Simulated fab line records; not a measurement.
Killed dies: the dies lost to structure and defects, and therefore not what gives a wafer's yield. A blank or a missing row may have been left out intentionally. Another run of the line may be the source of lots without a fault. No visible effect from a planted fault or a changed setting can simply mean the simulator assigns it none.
fab line records ; flow nandHarc
[record] lots = 5; wafers = 14; lastDay = 25
route steps=1159 shown A_CONTACT@948 A_BLC@964 END@1159
lots that met no fault: taken from a fault-free run of the same line
startH: the number of hours between the record's first day and the start of the first shown wafer of the lot ; waitH: hours elapsed since this lot's preceding step ; " the same as in the row above ; L1.1+2: a row that stands for several wafers ; - either no value or no given start ; * or withheld: withheld ; < > ~ a bound
route shown NAME@n: NAME is a module with steps in the file, n the number in the route of the first one ; usual: average and standard deviation across the fault-free wafers ; same: alike in all rows ; chamber/n: place in a boat ; sites: the reading at each site ; _std_site: their standard deviation ; _edge_site: outer sites' mean less inner sites' ; radiusMm: how far each site lies from the wafer's centre ; mask NAME#n: copy n ; behind: tool/chamber where the wafer was last shaped ; hold: reason for holding the lot/hours on hold/outcome of the hold ; device: which transistor (n, p or np) failed to switch ; end of line: at the end of the route, the tests of the same wafers ; a step without rows: its recipe alone ; killed: at the first sort, the dies lost to defects and structure; wafer yield is something else ; map: per-die view of a wafer (x killed, . not killed, _ where there is no die)
set.NAME: the run value of the setting; set.NAME@STEP: its run value at that earlier step ; model.NAME: the simulator's own value behind a step, which no gauge read
lots at selected steps of the route; one table per step, one row per wafer
services: a tool's chamber out of use, with start hour (startH, from the record's first day; less than 0 if before it), hours out, and reason
[[steps]]
[step NHARC_A_CONTACT_ETCH_139]
[recipe] sourceW = withheld; pressureMtorr = 20; biasV = 400; timeS = 137; targetDepthA = 5900; arFlowSccm = withheld; c4f8FlowSccm = 11.5; o2FlowSccm = 7.2; chemistry = C4F8/O2/Ar
lot.wafer;tool;chamber;startH;waitH;rfHoursCounterH
L382.1;harCapEtch-03;1;416.43;0.1;87
L382.3;harCapEtch-03;0;416.43;0.1;-
L382.6;harCapEtch-03;1;416.43;0.1;-
L379.3;harCapEtch-01;0;420.52;0.2;-
L379.6;harCapEtch-01;1;420.52;0.2;-
L379.5;harCapEtch-01;0;420.52;0.2;-
L384.1;harCapEtch-01;0;462.31;0.1;71
L384.6;harCapEtch-01;0;462.31;0.1;-
L391.3;harCapEtch-03;1;508.39;0.2;-
L391.6;harCapEtch-03;1;508.39;0.2;-
L391.5;harCapEtch-03;0;508.39;0.2;-
L396.2;harCapEtch-01;1;533.61;0.1;85
L396.3;harCapEtch-01;0;533.61;0.1;-
L396.5;harCapEtch-01;1;533.61;0.1;-
[step NHARC_A_CONTACT_ETCH_92]
[recipe] targetDepthA = 400; overEtchFrac = 0.5; timeS = 85.7; ionEnergyEv = 120; ch3fFlowSccm = 50; o2FlowSccm = 30; arFlowSccm = 200; rfW = 500; biasW = 100; chemistry = CH3F/O2
[usual] ch3fFlowSccm = 50.02/0.15; drypumpMotorCurrentA = 5.8/0.33; oesProductAu = 0.94/0.035; rfFwdPowerW = 496.8/1.9; rfVppV = 244.5/1.9; showerheadPlenumPTorr = 2.47/0.13; throttleValvePct = 20.663/0.0084
[same] overEtchFrac = 0.5
lot.wafer;tool;chamber;startH;waitH;ch3fFlowSccm;drypumpMotorCurrentA;oesProductAu;rfFwdPowerW;rfHoursCounterH;rfVppV;showerheadPlenumPTorr;throttleValvePct
L382.1;rieDiel-13;3;416.85;0.4;49.86;6.1;0.95;494.5;47;239.8;2.27;20.654
L382.3;rieDiel-13;1;416.85;0.4;49.84;5.8;0.93;498.7;41;242.8;2.33;20.664
L382.6;rieDiel-13;3;416.85;0.4;50.06;6.1;0.96;492.1;-;241.5;2.27;20.667
L379.3;rieDiel-03;3;420.85;0.3;49.80;6.2;0.92;496.6;8;243.9;2.54;20.668
L379.5;rieDiel-03;2;420.85;0.3;50.01;5.9;0.94;498.9;-;247.7;2.66;20.657
L379.6;rieDiel-03;3;420.85;0.3;50.05;6.2;0.92;500.5;-;244.5;2.54;20.677
L384.1;rieDiel-03;1;462.67;0.3;49.83;6.3;0.97;497.5;24;245.7;2.36;20.651
L384.6;rieDiel-03;1;462.67;0.3;50.00;6.4;0.98;497.0;-;243.7;2.36;20.650
L391.3;rieDiel-13;1;508.78;0.3;50.04;5.8;0.93;496.6;18;243.3;2.32;20.660
L391.6;rieDiel-13;0;508.78;0.3;50.09;6.0;0.90;497.3;-;243.2;2.42;20.661
L391.5;rieDiel-13;1;508.78;0.3;49.89;5.8;0.93;498.2;-;242.1;2.32;20.645
L396.2;rieDiel-13;2;534.01;0.4;49.96;5.2;0.97;496.0;31;245.2;2.60;20.675
L396.3;rieDiel-13;3;534.01;0.4;49.86;6.1;1.01;495.0;30;247.6;2.65;20.662
L396.5;rieDiel-13;2;534.01;0.4;49.93;5.2;0.97;497.4;-;245.6;2.60;20.656
[step NHARC_A_CONTACT_ETCH_98]
[recipe] targetDepthA = 200; overEtchFrac = 0.5; timeS = 10; ionEnergyEv = 250; c4f6FlowSccm = 25; o2FlowSccm = 20; arFlowSccm = 500; rfW = 600; biasW = 500; chemistry = C4F6/O2
[usual] drypumpMotorCurrentA = 5.8/0.33; oesProductAu = 0.961/0.026; rfFwdPowerW = 588/3.1; rfVppV = 547/4.1; showerheadPlenumPTorr = 3.94/0.2; throttleValvePct = 26.904/0.0098
[same] overEtchFrac = 0.5
lot.wafer;tool;chamber;startH;waitH;drypumpMotorCurrentA;oesProductAu;rfFwdPowerW;rfHoursCounterH;rfVppV;showerheadPlenumPTorr;throttleValvePct
L382.1;rieDiel-13;1;-;-;5.8;0.969;587;41;542;3.73;26.902
L382.3;rieDiel-13;2;-;-;5.2;0.940;595;47;553;4.16;26.891
L382.6;rieDiel-13;0;-;-;5.9;0.927;585;-;546;3.88;26.892
L379.3;rieDiel-03;1;-;-;6.4;0.924;590;8;545;3.79;26.912
L379.6;rieDiel-03;3;-;-;6.2;0.963;593;-;549;4.04;26.911
L379.5;rieDiel-03;0;-;-;6.1;0.947;585;-;543;3.77;26.902
L384.1;rieDiel-03;1;-;-;6.4;0.992;589;24;545;3.78;26.911
L384.6;rieDiel-03;0;-;-;6.1;0.988;585;-;543;3.76;26.896
L391.3;rieDiel-13;0;-;-;6.0;0.945;585;18;547;3.86;26.902
L391.5;rieDiel-13;0;-;-;5.9;0.950;586;-;545;3.86;26.904
L391.6;rieDiel-13;1;-;-;5.8;0.951;587;-;541;3.71;26.911
L396.2;rieDiel-13;1;-;-;5.8;1.007;588;30;542;3.71;26.909
L396.3;rieDiel-13;0;-;-;5.9;0.976;586;28;544;3.86;26.891
L396.5;rieDiel-13;2;-;-;5.2;0.971;591;-;551;4.13;26.901
[step NHARC_A_CONTACT_CD_MEAS_15]
[usual] cdNm = 90.2/0.68
lot.wafer;tool;chamber;startH;waitH;cdNm
L382.1;cdSem-02;-;417.05;-;91.2
L382.3;cdSem-02;-;417.05;-;89.9
L382.6;cdSem-02;-;417.05;-;90.6
L379.3;cdSem-03;-;421.05;-;89.3
L379.5;cdSem-03;-;421.05;-;90.0
L379.6;cdSem-03;-;421.05;-;89.8
L384.1;cdSem-02;-;462.93;-;90.3
L384.6;cdSem-02;-;462.93;-;90.1
L391.3;cdSem-02;-;509.00;-;90.2
L391.5;cdSem-02;-;509.00;-;89.9
L391.6;cdSem-02;-;509.00;-;90.4
L396.2;cdSem-03;-;534.27;-;91.0
L396.3;cdSem-03;-;534.27;-;90.6
L396.5;cdSem-03;-;534.27;-;92.0
[step NHARC_A_CONTACT_STRIP_107]
[recipe] n2FlowSccm = 150; h2FlowSccm = 150; arFlowSccm = 0; biasW = 0; chemistry = N2/H2
[step NHARC_A_CONTACT_STRIP_108]
[recipe] cf4FlowSccm = 100; chf3FlowSccm = 30; arFlowSccm = 0; biasW = 0; chemistry = CF4/CHF3
[step NHARC_A_CONTACT_STRIP_109]
[recipe] o2FlowSccm = 400; cosFlowSccm = 20; arFlowSccm = 0; biasW = 0; chemistry = O2/COS
[step NHARC_A_CONTACT_ETCH_110]
[recipe] targetDepthA = 500; overetchA = 50; timeS = 27.5; ionEnergyEv = 100; cf4FlowSccm = 80; o2FlowSccm = 20; arFlowSccm = 0; rfW = 300; biasW = 100; chemistry = CF4/O2
[step NHARC_A_CONTACT_STRIP_26]
[recipe] o2FlowSccm = 500; arFlowSccm = 0; biasW = 0; chemistry = O2
[step NHARC_A_CONTACT_STRIP_27]
[recipe] timeS = 600; tempC = 30; chemistry = postEtchResidueRemover
[step NHARC_A_CONTACT_ALD_18]
[recipe] targetThkA = 30; pulseTimeS = 1; aldCycles = 150; tempC = 450; material = TiN
[usual] heaterPowerW = 1096/110; precursorPulseHeightRel = 1.000/0.02
lot.wafer;tool;chamber;startH;waitH;heaterPowerW;precursorPulseHeightRel
L382.1;aldMetal-02;0;418.28;-;1118;0.993
L382.3;aldMetal-02;2;418.28;-;948;1.010
L382.6;aldMetal-02;3;418.28;-;1209;0.979
L379.3;aldMetal-01;1;421.99;-;1232;1.007
L379.5;aldMetal-01;1;421.99;-;1239;0.980
L379.6;aldMetal-01;2;421.99;-;1238;0.985
L384.1;aldMetal-02;1;463.86;-;1104;1.001
L384.6;aldMetal-02;2;463.86;-;975;1.026
L391.3;aldMetal-01;0;509.95;-;938;0.960
L391.5;aldMetal-01;3;509.95;-;1183;1.004
L391.6;aldMetal-01;0;509.95;-;944;1.007
L396.2;aldMetal-01;3;535.29;-;1161;1.024
L396.3;aldMetal-01;1;535.29;-;1237;0.983
L396.5;aldMetal-01;2;535.29;-;1196;1.016
[step NHARC_A_CONTACT_CVD_19]
[recipe] targetThkA = 3000; tempC = 300; pressureTorr = 40; wf6FlowSccm = 40; h2FlowSccm = 1600; arFlowSccm = 1560; timeS = 802; material = W
[step NHARC_A_CONTACT_CMP_20]
[recipe] tOverpolishS = 30; targetThkNm = 300
[usual] motorCurrentA = 12.2/0.84; overpolishRunS = 30.000/0.0094; timeToEndpointS = 60/3.3
lot.wafer;tool;chamber;startH;waitH;motorCurrentA;overpolishRunS;timeToEndpointS
L382.3;cmp-04;1;419.40;0.4;12.5;30.004;51
L382.1;cmp-04;2;419.40;0.4;10.9;29.987;59
L382.6;cmp-04;3;419.40;0.4;13.2;29.981;60
L379.3;cmp-04;3;426.19;0.4;13.3;29.997;63
L379.5;cmp-04;2;426.19;0.4;11.3;29.996;65
L379.6;cmp-04;3;426.19;0.4;13.4;29.997;62
L384.1;cmp-04;1;468.28;0.7;11.6;29.998;56
L384.6;cmp-04;3;468.28;0.7;13.4;30.003;60
L391.3;cmp-01;1;513.61;0.4;12.7;29.982;63
L391.6;cmp-01;1;513.61;0.4;13.4;29.992;64
L391.5;cmp-01;2;513.61;0.4;12.1;30.011;61
L396.2;cmp-02;0;536.39;0.8;12.7;30.000;66
L396.3;cmp-02;2;536.39;0.8;13.1;30.005;62
L396.5;cmp-02;0;536.39;0.8;12.7;29.996;66
[step NHARC_A_CONTACT_SRD_22]
[step NHARC_A_CONTACT_INSPECT_23]
[usual] rawDefectCount = 402/130
lot.wafer;tool;chamber;startH;waitH;rawDefectCount
L382.1;defectInspect-01;-;419.77;0.1;498
L382.3;defectInspect-01;-;419.77;0.1;382
L382.6;defectInspect-01;-;419.77;0.1;525
L379.3;defectInspect-01;-;426.58;0.1;302
L379.5;defectInspect-01;-;426.58;0.1;293
L379.6;defectInspect-01;-;426.58;0.1;243
L384.1;defectInspect-02;-;468.64;0.1;831
L384.6;defectInspect-02;-;468.64;0.1;623
L391.3;defectInspect-02;-;514.02;0.1;345
L391.5;defectInspect-02;-;514.02;0.1;456
L391.6;defectInspect-02;-;514.02;0.1;284
L396.2;defectInspect-02;-;536.78;0.1;454
L396.3;defectInspect-02;-;536.78;0.1;462
L396.5;defectInspect-02;-;536.78;0.1;829
[step NHARC_A_BLC_DEHYDRATE_00]
[recipe] tempC = 150; timeS = 120
[step NHARC_A_BLC_HMDS_01]
[recipe] timeS = 30
[step NHARC_A_BLC_COAT_02]
[recipe] tempC = 260; timeS = 75
[step NHARC_A_BLC_COAT_03]
[recipe] tempC = 225; timeS = 65
[step NHARC_A_BLC_COAT_04]
[recipe] spinRpm = 1500; resistThkNm = 90
[step NHARC_A_BLC_SOFTBAKE_05]
[recipe] tempC = 105; timeS = 55
[step NHARC_A_BLC_EBR_06]
[step NHARC_A_BLC_EXPOSE_07]
[recipe] na = 1.35; targetCdNm = 100; doseMj = 67.97; maskId = A_BLC
[step NHARC_A_BLC_PEB_08]
[recipe] pebTempC = 100; pebTimeS = 65
[step NHARC_A_BLC_DEVELOP_09]
[recipe] developTimeS = 35; devTempC = 23
[step NHARC_A_BLC_CD_MEAS_10]
[recipe] targetCdNm = 100; landingEnergyEv = 500
[usual] cdNm = 100.2/0.69
lot.wafer;tool;chamber;startH;waitH;cdNm
L382.1;cdSem-01;0;420.27;-;99.6
L382.3;cdSem-01;0;420.27;-;100.2
L382.6;cdSem-01;0;420.27;-;99.2
L379.3;cdSem-02;0;426.97;-;101.0
L379.5;cdSem-02;0;426.97;-;99.8
L379.6;cdSem-02;0;426.97;-;100.9
L384.1;cdSem-01;0;469.15;-;101.4
L384.6;cdSem-01;0;469.15;-;101.6
L391.3;cdSem-02;0;514.54;-;100.5
L391.5;cdSem-02;0;514.54;-;101.4
L391.6;cdSem-02;0;514.54;-;100.0
L396.2;cdSem-01;0;537.28;-;99.1
L396.3;cdSem-01;0;537.28;-;100.1
L396.5;cdSem-01;0;537.28;-;100.0
[step NHARC_A_BLC_OVL_MEAS_11]
[usual] overlayXNm = 0.0/0.74; overlayYNm = 0.1/0.6
lot.wafer;tool;chamber;startH;waitH;overlayXNm;overlayYNm
L382.1;overlay-02;-;420.36;-;1.2;0.2
L382.3;overlay-02;-;420.36;-;0.6;0.0
L382.6;overlay-02;-;420.36;-;1.3;-0.2
L379.3;overlay-02;-;427.05;-;0.1;0.1
L379.5;overlay-02;-;427.05;-;0.3;0.2
L379.6;overlay-02;-;427.05;-;-0.1;-0.5
L384.1;overlay-02;-;469.24;-;0.4;-0.3
L384.6;overlay-02;-;469.24;-;0.2;0.3
L391.3;overlay-02;-;514.62;-;0.0;0.8
L391.5;overlay-02;-;514.62;-;-0.1;0.4
L391.6;overlay-02;-;514.62;-;-0.1;0.9
L396.2;overlay-02;-;537.37;-;-1.3;0.7
L396.3;overlay-02;-;537.37;-;-2.0;0.7
L396.5;overlay-02;-;537.37;-;-1.1;-0.1
[step NHARC_A_BLC_INSPECT_12]
[usual] rawDefectCount = 27/12
lot.wafer;tool;chamber;startH;waitH;rawDefectCount
L382.1;defectInspect-02;-;420.40;0.0;11
L382.3;defectInspect-02;-;420.40;0.0;10
L382.6;defectInspect-02;-;420.40;0.0;17
L379.3;defectInspect-02;-;427.09;0.0;10
L379.5;defectInspect-02;-;427.09;0.0;12
L379.6;defectInspect-02;-;427.09;0.0;7
L384.1;defectInspect-01;-;469.28;0.0;464
L384.6;defectInspect-01;-;469.28;0.0;23
L391.3;defectInspect-01;-;514.66;0.0;41
L391.5;defectInspect-01;-;514.66;0.0;34
L391.6;defectInspect-01;-;514.66;0.0;35
L396.2;defectInspect-01;-;537.42;0.1;17
L396.3;defectInspect-01;-;537.42;0.1;20
L396.5;defectInspect-01;-;537.42;0.1;23
[step NHARC_A_BLC_DESCUM_15]
[recipe] timeS = 3; o2FlowSccm = 200; arFlowSccm = 0; biasPowerW = 0; chemistry = O2
[usual] drypumpMotorCurrentA = 5.7/0.43; oesProductAu = 1.000/0.011; rfVppV = 57.8/0.91; showerheadPlenumPTorr = 1.92/0.073; throttleValvePct = 11.312/0.0079
lot.wafer;tool;chamber;startH;waitH;drypumpMotorCurrentA;oesProductAu;rfHoursCounterH;rfVppV;showerheadPlenumPTorr;throttleValvePct
L382.1;rieDiel-10;0;420.46;0.1;5.7;1.008;6;56.6;1.80;11.317
L382.3;rieDiel-10;3;420.46;0.1;5.4;1.002;7;57.7;1.94;11.320
L382.6;rieDiel-10;0;420.46;0.1;5.7;1.008;-;56.5;1.80;11.319
L379.3;rieDiel-10;0;427.16;0.1;5.7;1.013;7;56.6;1.80;11.310
L379.6;rieDiel-10;2;427.16;0.1;5.0;0.994;-;57.0;1.87;11.297
L379.5;rieDiel-10;3;427.16;0.1;5.4;1.012;-;57.2;1.94;11.318
L384.1;rieDiel-02;2;469.36;0.1;5.9;1.008;12;58.9;2.04;11.311
L384.6;rieDiel-02;0;469.36;0.1;5.9;1.003;-;59.7;2.02;11.315
L391.3;rieDiel-02;0;514.75;0.1;5.8;1.013;0;58.2;2.01;11.315
L391.5;rieDiel-02;1;514.75;0.1;6.5;0.988;-;57.7;1.85;11.304
L391.6;rieDiel-02;2;514.75;0.1;5.9;1.003;-;58.4;2.03;11.312
L396.3;rieDiel-02;3;537.48;0.1;5.8;0.991;4;57.9;1.92;11.309
L396.2;rieDiel-02;1;537.48;0.1;6.5;1.006;4;56.9;1.85;11.309
L396.5;rieDiel-02;0;537.48;0.1;5.9;1.007;-;58.7;2.01;11.317
[step NHARC_END_SORT_01]
[recipe] tempC = 25
[usual] killedAtArray = 24/8.7; killedAtOther = 0.8/1.2; killedAtPeriphery = 3.6/2.3; killedDies = 28/8.9; killedOpen = 3.2/1.9; killedShort = 2.0/1.6
[same] grossDies = 677
lot.wafer;tool;chamber;startH;waitH;killedAtArray;killedAtOther;killedAtPeriphery;killedDies;killedOpen;killedShort
L382.1;prober-02;0;480.33;2.5;9;0;4;13;3;0
L382.3;prober-02;0;481.93;3.1;9;0;4;13;2;3
L382.6;prober-02;0;484.31;4.0;16;0;1;17;4;2
L384.1;prober-02;0;518.16;2.5;338;3;1;342;3;1
// killed by level:class
L382.1 A_CONTACT:chamberFilmFlake=5 P_CONTACT:geometricParticle:open=2 A_CHANNEL_HOLE_D1:chamberFilmFlake=2 A_STAIRCASE:chamberFilmFlake=2 P_M1:geometricParticle:open=1 P_STI:chamberFilmFlake=1
L382.3 A_CONTACT:chamberFilmFlake=4 P_STI:chamberFilmFlake=2 A_STAIRCASE:chamberFilmFlake=2 P_GATE:geometricParticle:short=1 P_M1:geometricParticle:short=1 A_SOURCE_PLATE:geometricParticle:short=1 A_ONON_D1:geometricParticle:open=1 A_CHANNEL_FILL_D1:geometricParticle:open=1
L382.6 A_CHANNEL_HOLE_D1:chamberFilmFlake=3 A_STAIRCASE:chamberFilmFlake=3 A_CONTACT:chamberFilmFlake=3 A_CONTACT:geometricParticle:open=2 A_WL_FILL:chamberFilmFlake=2 P_M0:geometricParticle:open=1 A_ONON_D1:geometricParticle:short=1 A_ONON_D1:geometricParticle:open=1
L384.1 A_CONTACT:unspecified=321 A_SLIT:chamberFilmFlake=8 THIN_TSV:chamberFilmFlake=3 A_CHANNEL_HOLE_D1:geometricParticle:open=2 A_WL_FILL:chamberFilmFlake=2 A_BLC:geometricParticle:open=1 A_M0:geometricParticle:short=1 P_BONDPAD:chamberFilmFlake=1
// map L384.1 (x killed, . not)
____________.____________
_________x..x..x_________
_______xx..x.x...x_______
______.xx....x.x.x.______
_____.xx.xx.xxxxxx.x_____
____..xx.xx..x.x.xxxx____
____xxx...xxxxx.xxx..____
___...xx.x..xx...x.xx.___
___.x.xx....x....xxx.x___
__x.x.......x.x.x...xx.__
__x.x.xxx.x.x..xxxxxx.x__
_..x..x......x..x.x.xx.x_
_xx.x.x.xx..xxxx.xxx...._
_x.x...x.xxxxxx....xxxxx_
_.x...xxx..xx.xxxxxx...._
_x.x.xxxxxx.xxxxx...xx.x_
xxx..x.x.xx...xx.x.xx.xx.
x......xx.xx.x......x....
x.x..xxxxx.x.xx....x..xxx
..xx..x.....xxxx.x.xxx.xx
xx...x..x.......xxx..xx.x
_x..xx.xx.x........xx..x_
_xxxxxx..xx.xx.xx.xxx.xx_
_..xx....xxxxx.......x.x_
_xxx.x.x.x....xxx..x.x.._
_x.xxx.x.xx..x.x..xxx..._
__.x.xxx....x.xx...xx..__
__.xx.xx...xx..x..x..xx__
___x.xx..x.....x...xxx___
___.x.x.x.......x.xxxx___
____.x.xxx.xx....xxxx____
____xxxxx..xxxx..x...____
_____xxxxxx...xxx.xx_____
______.x.xxx.x.xxx.______
_______xx......x.x_______
_________x..x.x._________
____________.____________
// map L382.6 (x killed, . not)
____________.____________
_________......._________
_______..........._______
______.............______
_____..............._____
____.................____
____.................____
___....x..x...........___
___.x.......x.........___
__.....................__
__.....................__
_....x.................._
_................x......_
_...............x......._
_......................._
_.....x...........x....._
.x...........x...........
.........x...............
.........................
.........................
.........................
_......................._
_......................._
_.....x................._
_......................._
_.............x........._
__..............xx.....__
__.....................__
___...................___
___...................___
____.................____
____......x..........____
_____..............._____
______.............______
_______..........._______
_________......._________
____________.____________
[[services]]
tool;chamber;startH;hours;kind
cmp-04;-;399.07;4.0;pm
rieDiel-13;0;409.32;-;clean
rieDiel-13;1;409.32;-;clean
rieDiel-13;2;409.32;-;clean
rieDiel-13;3;409.32;-;clean
cmp-02;-;422.50;4.0;pm
rieDiel-13;0;433.82;-;clean
rieDiel-13;1;433.82;-;clean
rieDiel-13;2;433.82;-;clean
rieDiel-13;3;433.82;-;clean
rieDiel-13;-;453.37;9.0;pm
rieDiel-13;0;453.37;9.0;ventCycle
rieDiel-13;1;453.37;9.0;ventCycle
aldMetal-01;-;458.00;10.0;pm
rieDiel-13;-;470.70;1.6;repair
cmp-01;-;480.28;4.0;pm
aldMetal-01;3;489.51;3.3;repair
rieDiel-10;-;493.04;1.1;repair
cmp-01;-;496.22;4.1;repair
cmp-04;-;497.07;4.0;pm
rieDiel-02;-;505.00;9.0;pm
cmp-02;-;520.60;4.0;pm
rieDiel-10;-;530.52;9.0;pm
aldMetal-02;2;533.00;10.9;repair
[[key]]
[firstSign] step = NHARC_A_CONTACT_INSPECT_23; reading = rawDefectCount; direction = up; sigmas = 3.4; usual = 402; struck = 831
[effect] step = NHARC_A_BLC_INSPECT_12; reading = rawDefectCount; direction = up; sigmas = 38; usual = 27; struck = 464
[effect] step = NHARC_END_SORT_01; reading = killedAtArray; direction = up; sigmas = 36; usual = 24; struck = 338
[moreKillsBornAt] NHARC_A_CONTACT_CMP_20@cmp-04 = 321
metAt NHARC_A_CONTACT_CMP_20
struckWafers L384.1
testerLeftOut L384
onsetBetween 419.40 468.28
[fault] kind = chamberParticleSource; tool = cmp-04; chamber = 1; onsetH = 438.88; steps = NHARC_A_CONTACT_CMP_20; ratePerVisitCm2 = 0.62896
// testerLeftOut: of these lots the tester's yield and bins aren't shown, on N5 and GAA mostly nor the transistor test; their killed dies are dies lost to structure and defects alone, not to doping, threshold or leakage, so they don't give the yield
